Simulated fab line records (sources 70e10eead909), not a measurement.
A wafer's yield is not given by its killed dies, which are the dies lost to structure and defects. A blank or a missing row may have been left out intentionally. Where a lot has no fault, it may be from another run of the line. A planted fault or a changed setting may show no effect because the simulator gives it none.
Chamber matching	flow nandHarc	rieSi-04 running NHARC_A_CHANNEL_FILL_D1_ETCHBACK_19: 4 sister chambers
The step etches the open film in HBr/Cl2, target depth 5 nm, time 1.7 s. 8 wafers are shown with their chamber, then 7 later ones without.

WAFERS PAIRED WITH THEIR CHAMBERS
wafer	chamber	drypumpMotorCurrentA (A)	oesProductAu (a.u.)
L629.5	0	5.9	0.998
L632.2	3	5.6	0.991
L632.4	1	6.2	0.985
L632.5	0	5.8	1.001
L633.5	2	5.5	1.005
L633.6	3	5.6	0.983
L637.2	2	5.5	1.014
L637.3	1	6.2	0.998

WAFERS WITHOUT THEIR CHAMBER
wafer	drypumpMotorCurrentA (A)	oesProductAu (a.u.)
L637.6	5.5	1.009
L638.1	5.8	1.005
L638.3	6.2	0.992
L638.4	5.5	1.002
L641.1	6.3	0.979
L641.5	5.8	1.006
L641.6	5.6	0.982

THE CHAMBER EACH PASSED THROUGH
wafer	from the rows above	in truth
L637.6	2	2
L638.1	0	0
L638.3	1	1
L638.4	2	2
L641.1	1	1
L641.5	0	0
L641.6	3	3
Placed correctly: 7 of 7. From these rows, 0 cannot be placed. 0 placed wrongly.
How it was worked out, from the rows above alone: a wafer's distance from a chamber is the root of the sum, over the readings, of the square of ((its reading less the chamber's mean) divided by the reading's scatter). If the next closest chamber is less than 2 further off than the closest, the wafer can't be placed; otherwise it belongs to the closest. The mean given for a chamber averages the wafers shown for that chamber. The scatter: take each reading less its chamber's mean, square it, sum over the shown wafers, divide by the number of wafers less the number of chambers, and take the root.
